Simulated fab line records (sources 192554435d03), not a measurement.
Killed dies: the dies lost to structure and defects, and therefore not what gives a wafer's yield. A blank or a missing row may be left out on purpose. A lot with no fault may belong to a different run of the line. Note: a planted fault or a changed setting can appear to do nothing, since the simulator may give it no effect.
Struck lot and sound lot, side by side | flow n5-finfet | 37 out of 1938 route steps
Sound: wafers L560.2, L560.3, L560.4. Struck: wafers L572.1, L572.5. (L572.2 of the same lot was not struck and is left out.) The cause comes at the end.
Order at every step that has rows: each side's tool, ch and its chambers, its first start. Under that, the readings that differ: sound wafers | struck wafers | difference of the means | sigmas: that difference in standard deviations of wafers without a fault.
alike: readings with means less than 2 such deviations apart, plus words and numbers identical on both sides. not compared: withheld readings, readings lacking a value on some wafer, bounds such as >300 that could conceal the same value, and numbers that have no deviation in the record and whose values overlap.
The two part at a step that has a row with sigmas, a row that says differs or no value, or rows on one side only. Non-overlapping numbers with no deviation appear without sigmas and do not part them. Lack of a reading on every wafer of one side parts them only where that side has two or more wafers.

first, 9 steps without rows for these wafers: N5_BEOL_M5_ANNEAL_89 (time 1800 s); N5_BEOL_M5_SPUTTER_90 (material Cu, target thk 4.5 nm, time 8.29 s); N5_BEOL_M5_ECD_50 (material Cu, target thk 300 nm); N5_BEOL_M5_ANNEAL_51 (time 90 s); N5_BEOL_M5_CMP_52 (polishes, stops on SiCOH lowk, t overpolish 6.9 s, target thk 62 nm); N5_BEOL_M5_PRE_CLEAN_77 (time 15 s); N5_BEOL_M5_CO_CAP_78 (material Co, precursor CCTBA/H2, target thk 2 nm, time 102.1 s); N5_BEOL_M5_PRE_CLEAN_55 (time 15 s); N5_BEOL_M5_DEP_56 (deposits SiCN from 3MS/NH3, target thk 8 nm, time 14 s).
N5_BEOL_M6_ILD_DEP_00: deposits SiCOH lowk from DEMS/porogen, target thk 179.75 nm, time 33.4 s.
  sound on pecvd-04 ch 0,1, day 10 04:35; struck on pecvd-04 ch 1,2, day 13 09:56
  reading                                            | sound             | struck    | difference | sigmas
  model.SiCOH_lowk_of_BEOL_M6_ILD_DEP_00.thk-nm (nm) | 176.2 176.2 182.4 | 127 127.6 | -51        |
  alike: heater-power-w, showerhead-plenum-p-Torr, throttle-valve-pct
then, 1 step without rows for these wafers: N5_BEOL_M6_CURE_74 (cures SiCOH lowk, time 240 s).
N5_BEOL_M6_THK_MEAS_01:
  sound on film-metro-01, day 10 05:10; struck on film-metro-02, day 13 10:31
  reading         | sound             | struck      | difference | sigmas
  M6_ILD_THK (nm) | 151.8 151.9 157.4 | 109.1 109.7 | -44.3      | -25
then, 23 steps without rows for these wafers: N5_BEOL_M6_PECVD_70 (deposits SiO2 from TEOS/O2, target thk 20 nm, time 22.7 s); N5_BEOL_M6_HM_DEP_02 (deposits TiN, target thk 20 nm); N5_BEOL_M6_COAT_59 (time 60 s, resist thk 100 nm); N5_BEOL_M6_COAT_60 (time 60 s, resist thk 35 nm); N5_BEOL_M6_COAT_05 (resist thk 90 nm); N5_BEOL_M6_EBR_07; N5_BEOL_M6_SOFTBAKE_06 (time 60 s); N5_BEOL_M6_EXPOSE_08 (exposes mask M6); N5_BEOL_M6_PEB_09 (peb time 60 s); N5_BEOL_M6_DEVELOP_10 (develop time 30 s); N5_BEOL_M6_DESCUM_16 (chemistry O2, time 7.9 s); N5_BEOL_M6_ETCH_61 (etches SiARC in CF4, target depth 45.5 nm, time 75.8 s); N5_BEOL_M6_ETCH_62 (etches SOC in N2/H2, target depth 110 nm, overetch 22 nm, time 165 s); N5_BEOL_M6_STRIP_68 (strips in N2/H2); N5_BEOL_M6_STRIP_67 (strips in CF4); N5_BEOL_M6_HM_OPEN_17 (chemistry Cl2/BCl3, target TiN, target depth 20 nm, overetch 6 nm); N5_BEOL_M6_STRIP_19 (strips in O2); N5_BEOL_M6_COAT_63 (time 60 s, resist thk 60 nm); N5_BEOL_M6_COAT_64 (time 60 s, resist thk 12 nm); N5_BEOL_M6_COAT_71 (time 60 s, resist thk 5 nm); N5_BEOL_M6_COAT_22 (resist thk 30 nm); N5_BEOL_M6_EBR_24; N5_BEOL_M6_SOFTBAKE_23 (time 60 s).
N5_BEOL_M6_CMP_52: polishes, stops on SiCOH lowk, t overpolish 6.9 s, target thk 80 nm.
  sound on cmp-03 ch 1,2,3, day 10 13:32; struck on cmp-02 ch 0,3, day 13 19:23
  reading                                            | sound           | struck      | difference | sigmas
  model.SiCOH_lowk_of_BEOL_M6_ILD_DEP_00.thk-nm (nm) | 149 148.8 154.2 | 106.2 106.8 | -44.2      |
  alike: edge-zone-pressure-frac, motor-current-A
N5_PASSIVATION_PROBE_49:
  the record holds rows for the sound wafers here (prober-02, day 14 05:49) but none for the struck ones

== WHERE THEY PART ==
First at N5_BEOL_M6_THK_MEAS_01; last, within this record, at N5_PASSIVATION_PROBE_49.

WHY: the cause the simulator had injected
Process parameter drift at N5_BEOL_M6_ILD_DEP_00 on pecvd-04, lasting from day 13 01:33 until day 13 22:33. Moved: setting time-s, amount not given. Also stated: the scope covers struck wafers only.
